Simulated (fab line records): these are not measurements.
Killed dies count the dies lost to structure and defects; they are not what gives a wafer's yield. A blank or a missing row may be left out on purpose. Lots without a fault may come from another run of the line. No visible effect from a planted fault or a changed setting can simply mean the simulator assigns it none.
Chamber matching ; flow n5 finfet ; N5_MOL_CONTACT_COAG_ETCH_90 on rie diel-04: 4 sister chambers
The step etches SiARC in CF4, target depth 13 nm, time 21.7 s. 4 wafers are shown with their chamber, then 7 later ones without.

## WAFERS, EACH WITH ITS CHAMBER
wafer;chamber;drypump motor current A (A)
L079.6;3;5.7
L087.6;2;6.4
L088.1;1;5.4
L088.2;0;6.1

## WAFERS WITHOUT THEIR CHAMBER
wafer;drypump motor current A (A)
L088.4;6.4
L094.2;6.4
L094.3;6.1
L094.5;5.4
L096.2;6.1
L096.3;5.4
L096.4;5.6

## CHAMBER TAKEN BY EACH
wafer;from the rows above;in truth
L088.4;2;2
L094.2;2;2
L094.3;0;0
L094.5;1;1
L096.2;0;0
L096.3;1;1
L096.4;3;3
7 of 7 placed correctly. Number that these rows cannot place: 0. Number placed wrongly: 0.
How it was worked out, from the rows above alone: a wafer's distance from a chamber is the root of the sum, over the readings, of the square of ((its reading less the chamber's mean) divided by the reading's scatter). If the next closest chamber is less than 2 further off than the closest, the wafer can't be placed; otherwise it belongs to the closest. The mean given for a chamber averages the wafers shown for that chamber. The scatter (one wafer shown for each chamber): square how far every hidden wafer sits from the nearest shown wafer, average those squares and take the square root.
